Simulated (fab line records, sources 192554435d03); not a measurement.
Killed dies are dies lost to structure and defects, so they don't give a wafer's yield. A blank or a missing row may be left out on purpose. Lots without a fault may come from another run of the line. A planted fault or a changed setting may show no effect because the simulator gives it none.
A struck lot beside a sound one | flow n5_finfet | 22 steps out of a route of 1938
Sound: wafers L264.2, L264.4, L264.6. Struck: wafers L254.2, L254.4, L254.6. The cause comes at the end.
At each step with rows: each side's tool, then ch and its chambers, then its first start. Under that, the readings that differ: sound wafers | struck wafers | difference of the means | sigmas: that difference in standard deviations of wafers without a fault.
alike: readings whose means differ by less than 2 such deviations, and words and numbers that are the same on both sides. not compared: withheld readings, readings that some wafer has no value for, bounds like >300 that may hide the same value, and numbers for which the record gives no deviation and whose values overlap.
The two part at a step that has a row with sigmas, a row that says differs or no value, or rows on one side only. Numbers that don't overlap but have no deviation are shown without sigmas and don't part them. A reading that every wafer of one side lacks parts them only if that side has two wafers or more.

first, 12 steps without rows for these wafers: N5_BEOL_M4_ANNEAL_87 (time 240 s); N5_BEOL_M4_SPUTTER_88 (material Cu, target thk 4.5 nm, time 8.29 s); N5_BEOL_M4_ANNEAL_89 (time 240 s); N5_BEOL_M4_SPUTTER_90 (material Cu, target thk 4.5 nm, time 8.29 s); N5_BEOL_M4_ANNEAL_91 (time 240 s); N5_BEOL_M4_SPUTTER_92 (material Cu, target thk 4.5 nm, time 8.29 s); N5_BEOL_M4_ANNEAL_93 (time 240 s); N5_BEOL_M4_SPUTTER_94 (material Cu, target thk 4.5 nm, time 8.29 s); N5_BEOL_M4_ANNEAL_95 (time 240 s); N5_BEOL_M4_SPUTTER_96 (material Cu, target thk 4.5 nm, time 8.29 s); N5_BEOL_M4_ECD_50 (material Cu, target thk 300 nm); N5_BEOL_M4_ANNEAL_51 (time 90 s).
N5_BEOL_M4_CMP_52: polishes, stops on SiOC, t overpolish 6.8 s, target thk 40 nm.
  sound on cmp-02 ch 0,1,2, day 14 01:35; struck on cmp-02 ch 0,2,3, day 11 08:45
  no value came back on the struck wafers for any of 9 readings (barrier_field_endpoint_s (s), clearing_platen_down_force_psi (psi) and others); on the sound wafers barrier_field_endpoint_s (s) reads 25.8 25.1 25.5
  reading                                    | sound        | struck            | difference | sigmas
  model.Cu_of_BEOL_M4_ECD_50.thk_nm (nm)     | 42 41.2 41.6 | 295.4 300.2 300.8 | +257.2     |
  model.SiO2_of_BEOL_M4_PECVD_72.thk_nm (nm) | 0 0 0        | 15.8 15.8 15.8    | +15.8      |
  not compared: model.SiOC_of_BEOL_M4_ILD_DEP_00.thk_nm
N5_BEOL_M4_THK_MEAS_53: measures by xrf.
  sound on film_metro-02, day 14 01:53; struck on film_metro-01, day 11 09:03
  reading     | sound          | struck            | difference | sigmas
  M4_THK (nm) | 41.7 41.0 41.4 | 289.1 293.9 295.1 | +251.3     | +99 or more
then, 4 steps without rows for these wafers: N5_BEOL_M4_PRE_CLEAN_60 (time 15 s); N5_BEOL_M4_CO_CAP_55 (material Co, precursor CCTBA/H2, target thk 2 nm, time 102.1 s); N5_BEOL_M4_PRE_CLEAN_56 (time 15 s); N5_BEOL_M4_DEP_57 (deposits SiCN from 3MS/NH3, target thk 8 nm, time 14 s).
N5_BEOL_M4_RS_MEAS_58: measures by four-point-probe.
  sound on film_metro-02, day 14 02:09; struck on film_metro-02, day 11 09:20
  reading        | sound             | struck            | difference | sigmas
  M4_RS (ohm/sq) | 0.627 0.646 0.636 | 0.059 0.058 0.058 | -0.578     | -21
N5_BEOL_M4_INSPECT_59: inspects for defects (darkfield).
  sound on defect_inspect-02, day 14 02:11; struck on defect_inspect-01, day 11 09:22
  reading          | sound    | struck         | difference | sigmas
  raw_defect_count | 62 55 69 | 5006 5020 4868 | +4903      | +99 or more
N5_BEOL_M4_RC_MEAS_101:
  the record has rows for the sound wafers here (prober-02 ch 0, day 14 02:21) and none for the struck ones
-- the record jumps here: 4 days lie between the struck wafers' starts before and after (it left off in module BEOL_M4 and takes up again in module PASSIVATION, whose first step shown is number 1936 of the route) --
N5_PASSIVATION_PROBE_49:
  the record has rows for the struck wafers here (prober-01, day 15 17:25) and none for the sound ones

WHERE THEY PART
First at N5_BEOL_M4_CMP_52; last, within this record, at N5_PASSIVATION_PROBE_49.

WHY: what the simulator had put in
Skipped step whole: cmp-02, from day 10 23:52 on, at N5_BEOL_M4_CMP_52. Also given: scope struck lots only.
